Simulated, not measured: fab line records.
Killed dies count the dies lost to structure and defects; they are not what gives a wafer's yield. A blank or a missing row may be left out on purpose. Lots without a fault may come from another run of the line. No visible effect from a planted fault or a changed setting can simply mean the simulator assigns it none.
Problem report in the 8D (eight disciplines) form, filled by code ; flow n5-finfet ; the parts of the form that need people (team, actions taken, sign-off) are left out

## 1. THE ISSUE
Wafers without a fault read 52.2 nm with a standard deviation of 0.64, while trench-depth-nm at N5_STI_FIN_REVEAL_FIN_H_MEAS_10 averages 47.0 nm across 2 wafers of 1 lot. That is -8.1 standard deviations from the usual mean.
First seen on wafer L491.4, day 5 02:48, on ocd-02. At this step, 23 wafers from 8 lots have a number in the record. By rule, "out" or "out of limits" means more than 4 standard deviations away from the usual mean. The rest of the wafers with a number are treated as sound.

## 2. WHAT IT IS, AND WHAT IT ISN'T
question;is;is not
which readings at this step;trench-depth-nm;-
which lots;L491;L481, L484, L486, L500, L501, L503, L504
which wafers of those lots;L491.4, L491.6;L491.3
read on which gauges;ocd-02;ocd-01
when;from day 5 02:48;"up to then (9 sound wafers); but 12 sound wafers of L500, L501, L503, L504 came after"

## 3. WHAT RULES OUT EACH SUSPECT
Counting: if a tool at a process step up to the reading ran every lot that is out, it stays a suspect. Sound lots after the first of them don't rule it out here, since some wafers of a struck lot are sound.
- the gauge at N5_STI_FIN_REVEAL_FIN_H_MEAS_10: ruled out. All the wafers that are out were read on ocd-02, but those of them that N5_BEOL_M4_RC_MEAS_101 has rows for are out there too, on other tools.
- rie-diel-01 at N5_FIN_CUT_DESCUM_13 (chemistry O2, time 7 s): kept. It processed L491, the lot that is out, at day 4 15:23, and its most recent sound lot before then was L484 at day 2 21:17.
- rie-diel-01 at N5_FIN_CUT_STRIP_22 (strips in N2/H2): kept. It processed L491, the lot that is out, at day 4 16:08, and its most recent sound lot before then was L486 at day 3 10:02.
- ald-sin-01 at N5_STI_FIN_REVEAL_ALD_14 (deposits Si3N4, target thk 3 nm): kept. It processed L491, the lot that is out, at day 4 17:58, and its most recent sound lot before then was L484 at day 2 22:20.
- rie-diel-05 at N5_STI_FIN_REVEAL_ETCHBACK_08 (etches SiO2 in C4F6/O2, target depth 30.5 nm, time 10.167 s): kept. It processed L491, the lot that is out, at day 4 23:38, and its most recent sound lot before then was L486 at day 3 16:25.
- Within rie-diel-01 at N5_FIN_CUT_DESCUM_13: the wafers that are out ran in chambers 0, 2; their sound lot-mates ran in chamber 3.
- Within rie-diel-05 at N5_STI_FIN_REVEAL_ETCHBACK_08: the wafers that are out ran in chambers 0, 3; their sound lot-mates ran in chamber 2.
Left after counting: rie-diel-01 at N5_FIN_CUT_DESCUM_13, rie-diel-01 at N5_FIN_CUT_STRIP_22, ald-sin-01 at N5_STI_FIN_REVEAL_ALD_14, rie-diel-05 at N5_STI_FIN_REVEAL_ETCHBACK_08.

## 4. THE CAUSE (what the simulator had put in)
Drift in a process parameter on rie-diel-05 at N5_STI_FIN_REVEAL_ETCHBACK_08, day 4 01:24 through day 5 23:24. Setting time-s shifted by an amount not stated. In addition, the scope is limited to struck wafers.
Counting left 4 suspects, and this tool is among them.

## 5. THE EFFECT CHAIN, in route order
Each row: a reading whose mean over the struck wafers that have a number lies more than 3 standard deviations from the usual. Scope: only readings with a usual standard deviation given in the record; hours: median across lots of the time from each lot's start at the first step in this table that gives one to its start at this step; sigmas: change in usual standard deviations.
hours;step;reading;usual;on struck wafers;change;sigmas
0;N5_STI_FIN_REVEAL_FIN_H_MEAS_10;trench-depth-nm;52.2 nm;47.0;-5.2;-8.1
132;N5_BEOL_M4_RC_MEAS_101;DIBL_N;35.9 mV/V;56.2;+20.3;+13
132;N5_BEOL_M4_RC_MEAS_101;DIBL_P;35.6 mV/V;51.0;+15.4;+7.3
132;N5_BEOL_M4_RC_MEAS_101;IOFF_N;0.149 nA/um;2.401;+2.252;+78
132;N5_BEOL_M4_RC_MEAS_101;IOFF_N_85C;2.9 nA/um;29.2;+26.3;+56
132;N5_BEOL_M4_RC_MEAS_101;IOFF_N_LIN;0.070 nA/um;0.150;+0.080;+6.6
132;N5_BEOL_M4_RC_MEAS_101;IOFF_P;0.20 nA/um;1.81;+1.61;+49
132;N5_BEOL_M4_RC_MEAS_101;IOFF_P_85C;3.5 nA/um;21.9;+18.4;+38
132;N5_BEOL_M4_RC_MEAS_101;IOFF_P_LIN;0.095 nA/um;0.180;+0.085;+6.6
132;N5_BEOL_M4_RC_MEAS_101;ION_N;671 uA/um;624;-47;-4.3
132;N5_BEOL_M4_RC_MEAS_101;ION_P;460 uA/um;424;-36;-4.9
132;N5_BEOL_M4_RC_MEAS_101;REXT_P;100.9 ohm.um;110.5;+9.6;+3.7
132;N5_BEOL_M4_RC_MEAS_101;SS_N;71.4 mV/dec;96.4;+25.0;+40
132;N5_BEOL_M4_RC_MEAS_101;SS_P;73.2 mV/dec;90.8;+17.6;+27
233;N5_PASSIVATION_PROBE_49;sort-n-pass;1073;0;-1073;-60
233;N5_PASSIVATION_PROBE_49;sort-yield-pct;90.9 %;0.0;-90.9;-61
It contains these process steps:
- N5_PASSIVATION_PROBE_49

## 6. HOW IT WOULD HAVE BEEN CAUGHT EARLIER
25 hours passed between the start of the fault at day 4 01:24 and the first reading out of limits at a measuring or inspecting step in this record, taken at day 5 02:48.
No tool reading at N5_STI_FIN_REVEAL_ETCHBACK_08 that has a usual standard deviation in the record was out on any struck wafer, so an alarm limit of 4 standard deviations on those readings would not have fired.
By day 5 02:48 the whole set of lots that are out, 1 in number, had already begun N5_STI_FIN_REVEAL_ETCHBACK_08 on rie-diel-05. Holding the tool at that point would not have protected any of them.
